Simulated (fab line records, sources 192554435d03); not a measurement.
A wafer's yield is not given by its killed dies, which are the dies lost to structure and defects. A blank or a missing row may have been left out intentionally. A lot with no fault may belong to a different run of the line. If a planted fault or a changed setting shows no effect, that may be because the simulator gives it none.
Struck lot and sound lot, side by side ; flow n5-finfet ; 14 steps out of a route of 1938
Sound: these wafers, L752.4, L752.5, L752.6. Struck: wafers L754.1, L754.5. The cause comes at the end.
Order at every step that has rows: each side's tool, ch and its chambers, its first start. Under that, the readings that differ: sound wafers ; struck wafers ; difference of the means ; sigmas: that difference in standard deviations of wafers without a fault.
alike: readings with means less than 2 such deviations apart, plus words and numbers identical on both sides. not compared: withheld readings, readings lacking a value on some wafer, bounds such as >300 that could conceal the same value, and numbers that have no deviation in the record and whose values overlap.
The two part at a step that has a row with sigmas, a row that says differs or no value, or rows on one side only. Non-overlapping numbers with no deviation appear without sigmas and do not part them. A reading missing from all wafers of one side parts the sides only when that side holds two or more wafers.

N5_BEOL_M5_SPUTTER_83: material Cu, target thk 15 nm, time 27.62 s.
  sound on pvd-sputter-03 at day 8 22:41; struck on pvd-sputter-02 at day 9 19:24
  alike: throttle-valve-pct
then, 1 step without rows for these wafers: N5_BEOL_M5_ANNEAL_84 (time 1800 s).
N5_BEOL_M5_SPUTTER_88: material Cu, target thk 15 nm, time 27.62 s.
  sound on pvd-sputter-03 at day 8 23:46; struck on pvd-sputter-02 at day 10 00:49
  alike: throttle-valve-pct
then, 3 steps without rows for these wafers: N5_BEOL_M5_ANNEAL_89 (time 1800 s); N5_BEOL_M5_SPUTTER_90 (material Cu, target thk 4.5 nm, time 8.29 s); N5_BEOL_M5_ECD_50 (material Cu, target thk 300 nm).
N5_BEOL_M5_ANNEAL_51: time 90 s.
  sound on rtp-anneal-01 ch 0, day 9 01:11; struck on rtp-anneal-01 ch 0, day 10 02:07
  alike: anneal-temp-c, wafer_temp_C_max
N5_BEOL_M5_CMP_52: polishes, stops on SiCOH lowk, t overpolish 6.9 s, target thk 62 nm.
  sound on cmp-02 ch 0,1,3, day 9 01:29; struck on cmp-02 ch 0, day 10 02:25
  alike: barrier-field-endpoint-s, motor-current-A, overpolish-run-s, slurry-filter-dp-kPa, time-to-endpoint-s
N5_BEOL_M5_THK_MEAS_53: measures by xrf.
  sound on film-metro-01 at day 9 01:40; struck on film-metro-02 at day 10 02:42
  alike: M5_THK
N5_BEOL_M5_PRE_CLEAN_77: time 15 s.
  sound on cvd-co-01 ch 0,1,2, day 9 01:43; struck on cvd-co-01 ch 1, day 10 02:44
  alike: heater-power-w
then, 2 steps without rows for these wafers: N5_BEOL_M5_CO_CAP_78 (material Co, precursor CCTBA/H2, target thk 2 nm, time 102.1 s); N5_BEOL_M5_PRE_CLEAN_55 (time 15 s).
N5_BEOL_M5_DEP_56: deposits SiCN from 3MS/NH3, target thk 8 nm, time 14 s.
  sound on pecvd-04 ch 0,1,2, day 9 01:52; struck on pecvd-01 ch 0,1, day 10 02:53
reading;sound;struck;difference;sigmas
model.SiCN_of_BEOL_M5_DEP_56.thk-nm (nm);8 8.2 8;7.2 7.2;-0.9;
  alike: showerhead-plenum-p-Torr, throttle-valve-pct
N5_BEOL_M5_RS_MEAS_57: a four-point-probe measurement.
  sound on film-metro-01 at day 9 01:55; struck on film-metro-02 at day 10 02:58
reading;sound;struck;difference;sigmas
M5_RS (ohm/sq);0.381 0.374 0.387;0.390 0.417;+0.023;+2

## WHERE THEY PART
Within this record, at N5_BEOL_M5_RS_MEAS_57 only.

WHY: what the simulator had put in
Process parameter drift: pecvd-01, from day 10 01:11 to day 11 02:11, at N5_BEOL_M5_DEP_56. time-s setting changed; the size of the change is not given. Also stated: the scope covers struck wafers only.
